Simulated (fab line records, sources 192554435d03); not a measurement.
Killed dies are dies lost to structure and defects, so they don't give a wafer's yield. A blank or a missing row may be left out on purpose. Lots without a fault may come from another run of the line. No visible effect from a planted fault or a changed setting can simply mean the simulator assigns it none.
A struck lot beside a sound one | flow n5Finfet | 11 out of 1938 route steps
Sound: the wafers L610.3, L610.4, L610.5. The struck wafers were L620.2, L620.3, L620.5. The cause comes at the end.
Each step with rows lists, per side, the tool, then ch with its chambers, then its first start. Under that, the readings that differ: sound wafers | struck wafers | difference of the means | sigmas: that difference in standard deviations of wafers without a fault.
alike: words and numbers the same on both sides, and readings whose means are apart by under 2 such deviations; not compared: readings that were withheld, readings missing a value for some wafer, numbers with overlapping values and no deviation given by the record, and bounds like >300 which may hide the same value.
The two part at a step that has a row with sigmas, a row that says differs or no value, or rows on one side only. Numbers that have no deviation but don't overlap get no sigmas and don't part them. Lack of a reading on every wafer of one side parts them only where that side has two or more wafers.

first, 7 steps without rows for these wafers: N5_ILD0_LINER_00 (material SiNx, target thk 4 nm, pulse time 1 s, purge time 2 s); N5_ILD0_FCVD_FILL_01 (material SiO2 flowable, target thk 200 nm, time 328.3 s); N5_ILD0_CURE_02 (time 1800 s); N5_ILD0_CMP_03 (polishes, stops on SiNx, t overpolish 1.9 s, target thk 197.38 nm); N5_ILD0_CMP_07 (polishes SiO2 flowable, stops on poly-Si, t overpolish 1.18 s, target thk 138.88 nm); N5_ILD0_PRECLEAN_10 (cleans in NF3:NH3, afs cycles 5, time 20 s, sublimation time 60 s); N5_ILD0_ALD_15 (deposits SiNx, target thk 24 nm, pulse time 1 s, ald cycles 480).
N5_ILD0_CMP_12: polishes SiNx, stops on poly-Si, t overpolish 6 s, target thk 17.67 nm.
  sound on cmp-04 ch 1,3, day 4 07:44; struck on cmp-04 ch 1,3, day 6 13:11
  no value came back on the struck wafers for any of 7 readings (edgeZonePressureFrac, headPressurePsi (psi) and others); on the sound wafers edgeZonePressureFrac reads 0.999 0.999 1.002
reading                              | sound          | struck   | difference | sigmas
model.SiNx_of_ILD0_ALD_15.thkNm (nm) | 16.8 19.4 17.8 | 24 24 24 | +6         | 
  not compared: padLifeWafers
N5_ILD0_THK_MEAS_13:
  sound on filmMetro-01, day 4 08:02; struck on filmMetro-02, day 6 13:29
reading    | sound          | struck         | difference | sigmas
thkNm (nm) | 16.9 19.5 17.9 | 23.9 24.0 24.0 | +5.9       | +5
N5_BEOL_M4_RC_MEAS_101:
  the record has rows for the sound wafers here (prober-01 ch 0, day 9 05:45) and none for the struck ones
-- the record jumps here: 11 days lie between the struck wafers' starts before and after (it left off in module BEOL_M4 and takes up again in module PASSIVATION, whose first step shown is number 1936 of the route) --
N5_PASSIVATION_PROBE_49:
  record: rows for the struck wafers here (prober-01, day 17 23:05), none for the sound ones

## WHERE THEY PART
At N5_ILD0_CMP_12 first; at N5_PASSIVATION_PROBE_49 last (within this record only).

WHY: whatever the simulator had introduced
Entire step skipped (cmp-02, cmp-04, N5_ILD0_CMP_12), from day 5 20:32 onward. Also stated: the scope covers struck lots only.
